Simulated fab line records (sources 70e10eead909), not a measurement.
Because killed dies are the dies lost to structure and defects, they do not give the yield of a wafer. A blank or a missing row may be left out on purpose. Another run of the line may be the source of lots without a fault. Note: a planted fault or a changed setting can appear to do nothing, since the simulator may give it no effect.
fab line records	flow nandHarc
record lots=6	wafers=18	lastDay=23
route steps=1159 shown A_WL_FILL@813 A_CONTACT@840 END@1159
lots with no fault: from the same line, run without faults
startH: start of the lot's first displayed wafer, in hours after the record's first day	waitH: how many hours have passed since the lot's step before this one	" identical to the entry in the row above	L1.1+2: a row that stands for several wafers	- value missing, or start not given	* or withheld: withheld	< > ~ a bound
route shown NAME@n: names a module that has steps shown in the file, with the first one's number in the route	usual: average and standard deviation across the fault-free wafers	same: alike in all rows	chamber/n: place in a boat	sites: per-site readings	_std_site: the standard deviation of these	_edge_site: outer sites' mean less inner sites'	radiusMm: how far each site lies from the wafer's centre	mask NAME#n: copy n	behind: the last tool/chamber to shape the wafer	hold: why the lot was held/for how many hours/how that ended	device: the n, p or np transistor that did not switch	end of line: the same wafers' tests at the end of the route	a step without rows: its recipe alone	killed: count of dies lost to structure and defects at first sort (not the wafer's yield)	map: per-die view of a wafer (x killed, . not killed, _ where there is no die)
set.NAME: the setting that was run; set.NAME@STEP: the one run at that earlier step	model.NAME: the simulator's own value behind a step, which no gauge read
lots seen at some steps along the route; tables by step, rows by wafer
services: a tool's chamber out of use, with start hour (startH, from the record's first day; less than 0 if before it), hours out, and reason
## steps
# step NHARC_A_WL_FILL_CVD_03
# recipe targetThkA=400	tempC=300	pressureTorr=40	wf6FlowSccm=40	h2FlowSccm=1600	arFlowSccm=1560	timeS=3302	material=W
# usual heaterPowerW=482/62	throttleValvePct=7.82/0.27
lot.wafer	tool	chamber	startH	waitH	heaterPowerW	throttleValvePct
L127.1	cvdW-01	0	339.35	7.3	546	8.08
L127.3	"	0	341.26	9.2	534	7.89
L127.5	"	0	343.16	11.1	520	8.08
L130.2	cvdW-02	0	355.19	2.6	523	7.48
L130.4	"	0	357.03	4.4	530	7.76
L130.6	"	0	358.87	6.2	549	7.43
L132.1	cvdW-01	1	364.90	4.4	394	7.70
L132.2	"	0	"	"	533	8.31
L132.3	"	1	"	"	385	7.92
L136.4	cvdW-02	1	398.28	8.8	498	7.56
L136.5	"	0	"	"	508	7.26
L136.6	"	1	"	"	485	7.75
L138.4	cvdW-01	1	408.77	10.6	378	7.81
L138.3	"	0	"	"	523	8.26
L138.6	"	1	"	"	395	7.83
L146.1	cvdW-01	0	449.14	1.0	531	8.05
L146.4	"	1	"	"	383	7.74
L146.5	"	1	"	"	398	7.61
# step NHARC_A_WL_FILL_ETCHBACK_04
# recipe targetDepthA=600	timeS=120	chemistry=NF3
# step NHARC_A_WL_FILL_ETCHBACK_05
# recipe targetDepthA=220	timeS=60	tempC=40	chemistry=Cl2/BCl3
# usual drypumpMotorCurrentA=5.5/0.52	oesProductAu=0.999/0.01
lot.wafer	tool	chamber	startH	waitH	drypumpMotorCurrentA	oesProductAu	rfHoursCounterH
L127.1	rieMetal-02	0	345.80	0.2	4.9	0.998	3.6
L127.3	"	0	"	"	4.9	1.006	-
L127.5	"	0	"	"	5.0	0.993	-
L130.2	rieMetal-01	1	360.52	0.2	6.1	0.999	0.5
L130.4	"	1	"	"	6.1	0.995	-
L130.6	"	0	"	"	5.9	0.997	-
L132.1	rieMetal-02	0	368.44	0.2	5.0	0.999	4.3
L132.2	"	1	"	"	4.9	0.999	4.3
L132.3	"	1	"	"	4.9	1.000	-
L136.4	rieMetal-01	1	400.47	0.1	6.1	1.000	-
L136.6	"	1	"	"	6.1	1.001	-
L136.5	"	0	"	"	5.9	1.006	-
L138.3	rieMetal-03	1	411.38	0.1	5.9	0.994	-
L138.4	"	0	"	"	4.9	1.000	-
L138.6	"	1	"	"	5.9	0.989	-
L146.1	rieMetal-01	1	452.29	0.3	6.1	1.005	2.8
L146.4	"	1	"	"	6.1	0.997	-
L146.5	"	0	"	"	5.9	1.011	-
# step NHARC_A_WL_FILL_STRIP_27
# recipe powerW=1500	tempC=250	timeS=20	chemistry=N2/H2
# usual drypumpMotorCurrentA=5.7/0.61	heaterPowerW=373/31
lot.wafer	tool	chamber	startH	waitH	drypumpMotorCurrentA	heaterPowerW	rfHoursCounterH
L127.1	plasmaAsher-01	1	346.50	0.7	4.8	412	19
L127.3	"	1	"	"	4.8	412	-
L127.5	"	0	"	"	5.8	379	-
L130.2	plasmaAsher-01	0	360.68	0.1	5.8	371	22
L130.4	"	0	"	"	5.8	369	-
L130.6	"	1	"	"	4.8	410	-
L132.1	plasmaAsher-01	0	369.59	1.1	5.8	382	31
L132.2	"	1	"	"	4.8	415	31
L132.3	"	1	"	"	4.8	405	-
L136.4	plasmaAsher-01	1	400.74	0.3	4.8	406	-
L136.5	"	1	"	"	4.8	405	-
L136.6	"	0	"	"	5.8	384	-
L138.3	plasmaAsher-01	0	411.54	0.1	5.7	371	-
L138.4	"	1	"	"	4.8	405	-
L138.6	"	1	"	"	4.9	418	-
L146.1	plasmaAsher-02	0	452.47	0.2	6.6	368	27
L146.4	"	0	"	"	6.6	359	-
L146.5	"	0	"	"	6.6	364	-
# step NHARC_A_WL_FILL_STRIP_28
# recipe timeS=1200	tempC=72.5	chemistry=postEtchResidueRemover
# step NHARC_A_WL_FILL_PRECLEAN_06
# recipe timeS=300	chemistry=DIW
# step NHARC_A_WL_FILL_SRD_07
# step NHARC_A_WL_FILL_ANNEAL_08
# recipe tempC=450	timeS=1800
# step NHARC_A_WL_FILL_ALD_10
# recipe targetThkA=500	pulseTimeS=10	aldCycles=500	tempC=300	material=SiO2
# usual heaterPowerW=467/42	precursorPulseHeightRel=0.996/0.02
lot.wafer	tool	chamber	startH	waitH	heaterPowerW	precursorPulseHeightRel
L127.1	aldHk-01	0	351.12	0.6	488	0.991
L127.3	"	1	"	"	481	0.992
L127.5	"	3	352.65	2.1	416	0.993
L130.2	aldHk-02	1	366.37	0.6	505	0.996
L130.4	"	3	367.39	1.6	516	1.014
L130.6	"	1	368.41	2.6	509	0.990
L132.2	aldHk-03	0	372.52	0.1	453	0.993
L132.3	"	1	"	"	359	1.013
L132.1	"	3	374.08	1.7	393	1.040
L136.4	aldHk-03	2	405.78	0.0	531	1.006
L136.5	"	2	407.85	2.1	517	1.007
L136.6	"	3	"	"	393	1.019
L138.4	aldHk-02	0	418.31	3.7	495	0.985
L138.3	"	2	419.33	4.7	453	1.000
L138.6	"	3	"	"	500	1.017
L146.4	aldHk-02	0	458.30	0.6	491	0.978
L146.1	"	2	459.32	1.6	444	1.029
L146.5	"	0	460.34	2.6	498	1.027
# step NHARC_A_WL_FILL_ETCHBACK_16
# recipe targetDepthA=880	timeS=17.6	c4f8FlowSccm=withheld	o2FlowSccm=8	arFlowSccm=withheld	rfW=600	biasW=800	chemistry=C4F8/O2/Ar
# usual biasW=800.0/2.6	oesProductAu=0.977/0.027	rfVppV=721/4.6
lot.wafer	tool	chamber	startH	waitH	biasW	oesProductAu	rfHoursCounterH	rfVppV
L127.3	rieDiel-06	0	-	-	801.0	0.996	5.4	721
L127.1	"	2	"	"	796.6	0.986	5.5	720
L127.5	"	0	"	"	804.2	0.998	-	722
L130.4	rieDiel-01	1	-	-	801.2	0.990	1.6	716
L130.2	"	0	"	"	798.0	0.999	1.7	718
L130.6	"	1	"	"	798.8	0.998	-	718
L132.1	rieDiel-01	1	-	-	795.7	0.943	1.6	717
L132.2	"	3	"	"	802.3	0.968	1.8	730
L132.3	"	0	"	"	798.7	0.960	1.7	718
L136.4	rieDiel-06	1	-	-	803.2	0.994	9.4	729
L136.6	"	0	"	"	798.7	1.000	-	721
L136.5	"	1	"	"	802.3	0.991	-	727
L138.3	rieDiel-01	0	-	-	804.7	0.974	3.5	717
L138.4	"	1	"	"	799.3	0.981	3.4	716
L138.6	"	3	"	"	797.7	0.977	-	728
L146.1	rieDiel-01	0	-	-	799.1	0.920	5.5	716
L146.4	"	2	"	"	801.1	0.913	5.2	716
L146.5	"	3	"	"	798.4	0.925	-	729
# step NHARC_A_WL_FILL_STRIP_29
# recipe timeS=20	o2FlowSccm=500	arFlowSccm=0	biasW=0	chemistry=O2
# step NHARC_A_WL_FILL_ETCHBACK_17
# recipe targetDepthA=40	timeS=26.7	chemistry=Cl2/BCl3
# usual drypumpMotorCurrentA=5.4/0.52	oesProductAu=0.999/0.0082
lot.wafer	tool	chamber	startH	waitH	drypumpMotorCurrentA	oesProductAu	rfHoursCounterH
L127.1	rieMetal-02	0	355.43	-	4.9	1.001	3.9
L127.3	"	1	"	"	4.9	1.005	-
L127.5	"	1	"	"	4.9	1.000	-
L130.2	rieMetal-02	0	370.66	-	4.9	1.008	4.4
L130.4	"	1	"	"	4.9	1.009	-
L130.6	"	1	"	"	4.9	1.003	-
L132.1	rieMetal-03	0	377.35	-	4.9	0.997	2.8
L132.2	"	1	"	"	5.9	0.984	2.8
L132.3	"	1	"	"	5.9	0.997	-
L136.4	rieMetal-02	0	410.67	-	5.0	1.016	-
L136.6	"	1	"	"	4.9	1.005	-
L136.5	"	0	"	"	5.0	1.011	-
L138.3	rieMetal-02	1	422.62	-	4.9	1.015	-
L138.4	"	0	"	"	4.9	1.005	-
L138.6	"	1	"	"	4.9	0.996	-
L146.1	rieMetal-03	1	462.57	-	5.9	1.009	0
L146.4	"	1	"	"	5.9	0.999	-
L146.5	"	0	"	"	4.9	1.010	-
# step NHARC_A_WL_FILL_PRECLEAN_18
# recipe timeS=30	chemistry=dHF
# step NHARC_A_WL_FILL_SRD_21
# step NHARC_A_WL_FILL_CVD_23
# recipe targetThkA=400	tempC=620	pressureMtorr=200	timeS=800	material=poly-Si
# step NHARC_A_WL_FILL_ETCHBACK_26
# recipe targetDepthA=520	timeS=13.3	hbrFlowSccm=150	rfW=350	icpW=350	biasW=60	chemistry=HBr
# step NHARC_A_WL_FILL_PRECLEAN_30
# recipe timeS=10	chemistry=dHF
# step NHARC_A_WL_FILL_SRD_14
# step NHARC_A_WL_FILL_ALD_19
# recipe targetThkA=20	pulseTimeS=3	aldCycles=100	tempC=450	material=TiN
# step NHARC_A_WL_FILL_CVD_20
# recipe targetThkA=750	tempC=300	pressureTorr=40	wf6FlowSccm=40	h2FlowSccm=1600	arFlowSccm=1560	timeS=5064	material=W
# step NHARC_A_WL_FILL_CMP_12
# recipe tOverpolishS=30	targetThkNm=75
# step NHARC_A_WL_FILL_SRD_31
# step NHARC_A_CONTACT_DEP_24
# recipe targetThkA=5000	tempC=400	pressureTorr=6.5	rfW=900	teosFlowSccm=161.4	flowSccm=2650	targetThkNm=500	gas=O2	material=SiO2
# step NHARC_A_CONTACT_DEP_28
# recipe targetThkA=36000	tempC=400	material=aC
# step NHARC_A_CONTACT_DEP_29
# recipe targetThkA=700	targetThkNm=70	tempC=400	pressureTorr=3.5	flowSccm=200	rfW=350	material=SiON
# step NHARC_A_CONTACT_DEHYDRATE_32
# recipe tempC=150	timeS=120
# step NHARC_A_CONTACT_HMDS_33
# recipe timeS=30
# step NHARC_A_CONTACT_COAT_34
# recipe tempC=260	timeS=75
# step NHARC_A_CONTACT_COAT_35
# recipe tempC=225	timeS=65
# step NHARC_A_CONTACT_COAT_36
# recipe spinRpm=1500	resistThkNm=90
# step NHARC_A_CONTACT_SOFTBAKE_37
# recipe tempC=105	timeS=55
# step NHARC_A_CONTACT_EBR_38
# step NHARC_A_CONTACT_EXPOSE_39
# recipe na=1.35	sigmaOuter=0.8	doseMj=58.79	maskId=A_CC_3
# step NHARC_A_CONTACT_PEB_40
# recipe pebTempC=100	pebTimeS=65
# step NHARC_A_CONTACT_DEVELOP_41
# recipe developTimeS=35	devTempC=23
# step NHARC_A_CONTACT_CD_MEAS_42
# recipe targetCdNm=200	landingEnergyEv=500
# usual cdNm=199.9/0.55
lot.wafer	tool	chamber	startH	waitH	cdNm
L127.1	cdSem-01	0	376.75	-	200.4
L127.3	"	0	"	"	200.1
L127.5	"	0	"	"	199.7
L130.2	cdSem-03	0	396.33	-	200.5
L130.4	"	0	"	"	200.2
L130.6	"	0	"	"	200.3
L132.1	cdSem-02	0	400.68	-	200.6
L132.2	"	0	"	"	199.7
L132.3	"	0	"	"	200.6
L136.4	cdSem-01	0	427.59	-	199.5
L136.5	"	0	"	"	199.4
L136.6	"	0	"	"	199.2
L138.3	cdSem-01	0	444.88	-	201.0
L138.4	"	0	"	"	199.9
L138.6	"	0	"	"	200.3
L146.1	cdSem-01	0	481.93	-	199.9
L146.4	"	0	"	"	199.9
L146.5	"	0	"	"	200.6
# step NHARC_END_SORT_01
# recipe tempC=25
# usual killedAtArray=27/8.8	killedAtOther=0.4/0.82	killedAtPeriphery=3.1/2.1	killedDies=31/8.8	killedOpen=3.3/2	killedShort=2.0/1.4
# same grossDies=677
lot.wafer	tool	chamber	startH	waitH	killedAtArray	killedAtOther	killedAtPeriphery	killedDies	killedOpen	killedShort
L127.1	prober-01	0	458.93	2.5	27	0	1	28	3	6
L127.3	prober-01	0	460.55	3.1	21	0	1	22	2	1
L127.5	prober-01	0	462.16	3.7	28	0	3	31	2	3
L136.6	prober-01	0	501.93	4.0	94	0	3	97	4	3
L138.3	prober-02	0	518.68	3.1	87	0	2	89	4	1
L138.6	prober-02	0	521.09	4.0	81	0	4	85	1	2
# killed by level:class
L127.1 A_SLIT:chamberFilmFlake=7 A_CONTACT:chamberFilmFlake=7 A_WL_FILL:geometricParticle:short=3 A_STAIRCASE:chamberFilmFlake=3 A_CONTACT:geometricParticle:open=2 P_GATE:geometricParticle:short=1 A_ONON_D1:geometricParticle:short=1 A_CHANNEL_HOLE_D1:geometricParticle:open=1
L127.3 A_CONTACT:chamberFilmFlake=7 A_SLIT:chamberFilmFlake=5 A_ZERO_WELL:chamberFilmFlake=3 A_STAIRCASE:chamberFilmFlake=3 P_M0:geometricParticle:open=1 A_WL_FILL:geometricParticle:open=1 A_M0:geometricParticle:short=1 A_CHANNEL_HOLE_D1:chamberFilmFlake=1
L127.5 A_SLIT:chamberFilmFlake=10 A_STAIRCASE:chamberFilmFlake=7 A_CONTACT:chamberFilmFlake=5 A_ZERO_WELL:chamberFilmFlake=3 P_M0:geometricParticle:short=2 P_M0:geometricParticle:open=1 A_CONTACT:geometricParticle:short=1 A_CONTACT:geometricParticle:open=1
L136.6 A_WL_FILL:unspecified=73 A_STAIRCASE:chamberFilmFlake=7 A_CHANNEL_HOLE_D1:chamberFilmFlake=3 A_CONTACT:chamberFilmFlake=2 P_CONTACT:geometricParticle:open=1 A_CHANNEL_HOLE_D1:geometricParticle:open=1 A_CHANNEL_HOLE_D1:geometricParticle:short=1 A_WL_FILL:geometricParticle:short=1
L138.3 A_WL_FILL:unspecified=74 A_CHANNEL_HOLE_D1:chamberFilmFlake=6 P_M0:geometricParticle:open=1 A_WL_FILL:geometricParticle:short=1 A_CONTACT:geometricParticle:open=1 A_M0:geometricParticle:open=1 A_M1:geometricParticle:open=1 P_STI:chamberFilmFlake=1
L138.6 A_WL_FILL:unspecified=71 A_CONTACT:chamberFilmFlake=4 P_STI:chamberFilmFlake=2 A_STAIRCASE:chamberFilmFlake=2 A_WL_FILL:chamberFilmFlake=2 P_M0:geometricParticle:open=1 P_M1:geometricParticle:short=1 A_M0:geometricParticle:short=1
# map L136.6 (x killed, . not)
____________.____________
_________......._________
_______..........._______
______....xxx......______
_____.....xxxxx....._____
____...xxxxxx........____
____....xxxxxxx......____
___...xxxxxxxx........___
___.....xxxxxx........___
__....xxxxxxxxxx....x..__
__......xxxxxxxx......x__
_.......xxxxxx.........._
_.......xxxxxx.......x.._
_........xxxx..........x_
_........xx............._
_.........xx............_
...........x.............
...x..............xx.....
..........xx...x.........
.............xx..........
...x........x............
_......................._
_...............x......._
_......................._
_......................x_
_......................._
__....................x__
__.....................__
___.............xx....___
___.....x.............___
____.................____
____.................____
_____..............._____
______.x...........______
_______.x......x.._______
_________......._________
____________.____________
# map L138.3 (x killed, . not)
____________x____________
_________.x....._________
_______..........._______
______......xx.....______
_____.....xx........_____
____....xxxxxxx......____
____...xxxxxxx.......____
___....xxxxxxx........___
___....xxxxxxxxx......___
__.....xxxxxxxxx.......__
__.....xxxxxxxx........__
_......xxxxxxxx........x_
_.......xxxxxx.........x_
_.......x.xxx..........x_
_........xxx..........x._
_.........x..........x.._
.......................x.
.....................x...
x........................
.............x...........
.........................
_.................x....._
_......................x_
_................x......_
_......................._
_......................._
__...x.........x.......__
__.....................__
___...................___
___...................___
____.................____
____.................____
_____..............._____
______.............______
_______..........._______
_________......._________
____________.____________
## services
tool	chamber	startH	hours	kind
rieDiel-06	2	321.23	2.6	repair
rieDiel-01	2	322.27	5.7	repair
aldHk-03	-	322.55	10.0	pm
rieMetal-03	-	326.37	1.2	repair
rieMetal-01	-	332.00	9.0	pm
cvdW-01	1	335.79	13.0	repair
rieDiel-06	3	336.07	35.7	repair
cvdW-02	1	348.95	29.2	repair
cvdW-01	-	349.92	0.3	repair
cvdW-01	-	350.75	2.6	repair
plasmaAsher-02	-	360.66	9.0	pm
cvdW-02	0	363.96	1.8	repair
cvdW-02	-	376.77	13.0	pm
plasmaAsher-02	-	381.34	1.2	repair
rieDiel-06	-	381.89	0.5	repair
rieMetal-02	-	388.00	9.0	pm
rieMetal-02	0	388.00	9.0	ventCycle
rieMetal-02	1	388.00	9.0	ventCycle
rieDiel-01	3	391.06	2.8	repair
rieMetal-02	0	397.00	-	clean
rieDiel-06	-	418.49	9.0	pm
cvdW-01	0	429.03	9.8	repair
rieMetal-03	-	453.00	9.0	pm
plasmaAsher-01	-	454.88	9.0	pm
## key
firstSign step=NHARC_END_SORT_01	reading=killedAtArray	direction=up	sigmas=6.8	usual=27	struck=87
effect step=NHARC_END_SORT_01	reading=killedDies	direction=up	sigmas=6.7	usual=31	struck=90
moreKillsBornAt NHARC_A_WL_FILL_ETCHBACK_17@rieMetal-02=218
metAt NHARC_A_WL_FILL_ETCHBACK_17
struckWafers L136.6,L138.3,L138.6
testerLeftOut L136,L138
onsetBetween 370.66 410.67
fault kind=chamberParticleSource	tool=rieMetal-02	chamber=1	onsetH=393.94	steps=NHARC_A_WL_FILL_ETCHBACK_17	ratePerVisitCm2=0.4529	endH=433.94
# testerLeftOut: of these lots the tester's yield and bins aren't shown, on N5 and GAA mostly nor the transistor test; their killed dies are dies lost to structure and defects alone, not to doping, threshold or leakage, so they don't give the yield
